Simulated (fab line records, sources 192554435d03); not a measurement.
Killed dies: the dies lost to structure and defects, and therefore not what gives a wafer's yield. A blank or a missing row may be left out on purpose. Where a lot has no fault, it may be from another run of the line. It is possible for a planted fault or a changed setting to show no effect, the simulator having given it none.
Matching of chambers || flow n5-finfet || uv-cure-03 running N5_BEOL_M10_CURE_71: 3 sister chambers
The step cures SiCOH lowk, time 240 s. 6 wafers are shown with their chamber, then 12 later ones without.

WAFERS, EACH WITH ITS CHAMBER
{"wafer": "L083.5", "chamber": 1, "wafer_temp_C_max": 386.5, "lamp-power-pct (%)": 52.29}
{"wafer": "L083.6", "chamber": 1, "wafer_temp_C_max": 386.2, "lamp-power-pct (%)": 52.40}
{"wafer": "L089.2", "chamber": 2, "wafer_temp_C_max": 387.4, "lamp-power-pct (%)": 52.27}
{"wafer": "L089.3", "chamber": 2, "wafer_temp_C_max": 387.6, "lamp-power-pct (%)": 52.28}
{"wafer": "L093.5", "chamber": 0, "wafer_temp_C_max": 386.8, "lamp-power-pct (%)": 52.34}
{"wafer": "L093.6", "chamber": 0, "wafer_temp_C_max": 386.6, "lamp-power-pct (%)": 52.35}

WAFERS WITHOUT THEIR CHAMBER
{"wafer": "L096.1", "wafer_temp_C_max": 387.5, "lamp-power-pct (%)": 52.21}
{"wafer": "L096.3", "wafer_temp_C_max": 387.0, "lamp-power-pct (%)": 52.39}
{"wafer": "L096.5", "wafer_temp_C_max": 387.5, "lamp-power-pct (%)": 52.31}
{"wafer": "L096.2", "wafer_temp_C_max": 386.8, "lamp-power-pct (%)": 52.26}
{"wafer": "L096.4", "wafer_temp_C_max": 387.0, "lamp-power-pct (%)": 52.32}
{"wafer": "L096.6", "wafer_temp_C_max": 387.1, "lamp-power-pct (%)": 52.22}
{"wafer": "L097.1", "wafer_temp_C_max": 386.7, "lamp-power-pct (%)": 52.26}
{"wafer": "L097.2", "wafer_temp_C_max": 387.0, "lamp-power-pct (%)": 52.16}
{"wafer": "L097.3", "wafer_temp_C_max": 387.1, "lamp-power-pct (%)": 52.24}
{"wafer": "L097.4", "wafer_temp_C_max": 386.9, "lamp-power-pct (%)": 52.34}
{"wafer": "L097.5", "wafer_temp_C_max": 386.6, "lamp-power-pct (%)": 52.33}
{"wafer": "L097.6", "wafer_temp_C_max": 387.2, "lamp-power-pct (%)": 52.31}

CHAMBER TAKEN BY EACH
{"wafer": "L096.1", "from the rows above": 2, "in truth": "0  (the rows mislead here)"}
{"wafer": "L096.3", "from the rows above": "can't be placed: 0 or 2 or 1", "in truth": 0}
{"wafer": "L096.5", "from the rows above": 2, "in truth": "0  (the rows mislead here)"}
{"wafer": "L096.2", "from the rows above": "can't be placed: 0 or 1", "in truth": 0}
{"wafer": "L096.4", "from the rows above": "can't be placed: 0 or 2", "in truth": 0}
{"wafer": "L096.6", "from the rows above": "can't be placed: 2 or 0", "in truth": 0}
{"wafer": "L097.1", "from the rows above": "can't be placed: 0 or 1", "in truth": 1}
{"wafer": "L097.2", "from the rows above": "can't be placed: 2 or 0 or 1", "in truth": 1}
{"wafer": "L097.3", "from the rows above": "can't be placed: 2 or 0", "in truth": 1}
{"wafer": "L097.4", "from the rows above": 0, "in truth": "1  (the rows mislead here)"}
{"wafer": "L097.5", "from the rows above": "can't be placed: 0 or 1", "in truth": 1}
{"wafer": "L097.6", "from the rows above": "can't be placed: 2 or 0", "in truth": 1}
Correct placement for 0 of the 12. Not placeable from these rows: 9 (in 7, the candidates include the true chamber). 3 placed wrongly.
How it was worked out, from the rows above alone: a wafer's distance from a chamber is the root of the sum, over the readings, of the square of ((its reading less the chamber's mean) divided by the reading's scatter). If the next closest chamber is less than 2 further off than the closest, the wafer can't be placed; otherwise it belongs to the closest. For every chamber, the mean is computed from those of its wafers that are shown. The scatter: the root of (the sum of the squares of (reading less its chamber's mean) over the shown wafers, divided by (wafers less chambers)).
